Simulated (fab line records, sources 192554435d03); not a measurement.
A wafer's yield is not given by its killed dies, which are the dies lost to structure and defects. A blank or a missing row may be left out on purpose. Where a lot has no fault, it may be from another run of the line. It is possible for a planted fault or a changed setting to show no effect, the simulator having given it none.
A lot that was struck, set against a sound lot -- flow n5-finfet -- 15 steps out of a route of 1938
Sound: wafers L596.2, L596.5, L596.6. The struck wafers were L613.2, L613.3, L613.6. The cause is given at the end.
Order at every step that has rows: each side's tool, ch and its chambers, its first start. Under that, the readings that differ: sound wafers -- struck wafers -- difference of the means -- sigmas: that difference in standard deviations of wafers without a fault.
alike: words and numbers the same on both sides, and readings whose means are apart by under 2 such deviations; not compared: readings that were withheld, readings missing a value for some wafer, numbers with overlapping values and no deviation given by the record, and bounds like >300 which may hide the same value.
A row with sigmas, a row that says differs or no value, or rows on one side alone: a step with any of these is where the two part. Numbers that don't overlap but have no deviation are shown without sigmas and don't part them. A reading missing from all wafers of one side parts the sides only when that side holds two or more wafers.

first, 1 step without rows for these wafers: N5_BEOL_M14_HARDBAKE_14 (time 120 s).
N5_BEOL_M14_CD_MEAS_10 targets a cd of 250 nm.
  sound on cd-sem-02 ch 0, day 12 11:18; struck on cd-sem-01 ch 0, day 16 07:04
reading,sound,struck,difference,sigmas
cd-nm (nm),246.1 246.2 247.6,250.8 250.9 251.5,+4.4,+2
N5_BEOL_M14_OVL_MEAS_11:
  sound on overlay-02 ch 0, day 12 11:20; struck on overlay-01 ch 0, day 16 07:06
  alike: V13_OVL
N5_BEOL_M14_INSPECT_12: inspects for defects (macro).
  struck on defect-inspect-01, day 16 07:07; sound on defect-inspect-01, day 12 11:21
  alike: raw-defect-count
N5_BEOL_M14_DESCUM_15: chemistry O2, time 7.9 s.
  sound on rie-diel-03 ch 0,2,3, day 12 11:40; struck on rie-diel-03 ch 0,2,3, day 16 07:09
  alike: drypump-motor-current-A, oes-product-au, rf-vpp-V, showerhead-plenum-p-Torr, throttle-valve-pct
  not compared: rf-hours-counter-h
N5_BEOL_M14_ETCH_59: etches BARC in N2/H2, target depth 89 nm, overetch 26.7 nm, time 67.9 s.
  sound on rie-diel-03 ch 0,2,3, day 12 11:42; struck on rie-diel-03 ch 0,2,3, day 16 07:11
  alike: drypump-motor-current-A, oes-product-au, rf-vpp-V, showerhead-plenum-p-Torr, throttle-valve-pct
  not compared: rf-hours-counter-h
N5_BEOL_M14_VIA_ETCH_16: etches SiO2 in C4F8/O2/Ar, target depth 1231.3 nm.
  sound on rie-diel-03 ch 0,2,3, day 12 11:46; struck on rie-diel-03 ch 0,2,3, day 16 07:14
  alike: drypump-motor-current-A, oes-product-au, rf-vpp-V, showerhead-plenum-p-Torr, throttle-valve-pct
N5_BEOL_M14_STRIP_63: strips in O2.
  sound on rie-diel-03 ch 0,2,3; struck on rie-diel-03 ch 0,2,3
  alike: drypump-motor-current-A, oes-product-au, rf-vpp-V, showerhead-plenum-p-Torr, throttle-valve-pct
  not compared: rf-hours-counter-h
N5_BEOL_M14_STRIP_64: strips in O2.
  sound on rie-diel-03 ch 0,2,3; struck on rie-diel-03 ch 0,2,3
reading,sound,struck,difference,sigmas
rf-vpp-V (V),2.0 3.2 3.6,3.7 4.0 4.4,+1.1,+2
  alike: drypump-motor-current-A, oes-product-au, showerhead-plenum-p-Torr, throttle-valve-pct
  not compared: rf-hours-counter-h
then, 2 steps without rows for these wafers: N5_BEOL_M14_STRIP_71 (strips in post etch residue remover, time 60 s); N5_BEOL_M14_SRD_72 (time 30 s, dry time 30 s).
N5_BEOL_M14_CD_MEAS_17 targets a cd of 250 nm.
  struck on cd-sem-02, day 16 07:39; sound on cd-sem-03, day 12 12:07
reading,sound,struck,difference,sigmas
cd-nm (nm),245.0 247.3 249.1,253.6 253.1 253.2,+6.2,+2
N5_BEOL_M14_COAT_65: time 60 s, resist thk 450 nm.
  sound on litho-track-01 ch 0, day 12 12:08; struck on litho-track-01 ch 0, day 16 07:41
reading,sound,struck,difference,sigmas
heater-power-total-W (W),502.1 499.0 501.4,470.3 472.2 471.0,-29.7,-16
plate-temp-C (C),249.95 249.82 249.99,237.42 237.34 237.31,-12.56,-70
model.SOC_of_BEOL_M14_COAT_65.thk-nm (nm),450.8 450.4 449.8,451.6 452 452,+1.5,
then, 1 step without rows for these wafers: N5_BEOL_M14_COAT_66 (time 60 s, resist thk 110 nm).
N5_PASSIVATION_PROBE_49:
  struck on prober-01, day 17 14:26; sound on prober-02, day 13 16:02
  alike: defect-limited-yield, killed_at_M0_to_M3, killed_at_M4_up, killed-at-contacts, killed-at-front-end, killed-at-other, killed-dies, killed-on-rim, killed-open, killed-short, sort_bin_5_function, sort_bin_6_memory, sort_bin_8_speed, sort-n-pass, sort-yield-pct

== WHERE THEY PART ==
Earliest at N5_BEOL_M14_CD_MEAS_10; latest, in this record, at N5_BEOL_M14_COAT_65. Later steps at which nothing parts them and some readings are alike: N5_PASSIVATION_PROBE_49.

WHY: what the simulator had put in
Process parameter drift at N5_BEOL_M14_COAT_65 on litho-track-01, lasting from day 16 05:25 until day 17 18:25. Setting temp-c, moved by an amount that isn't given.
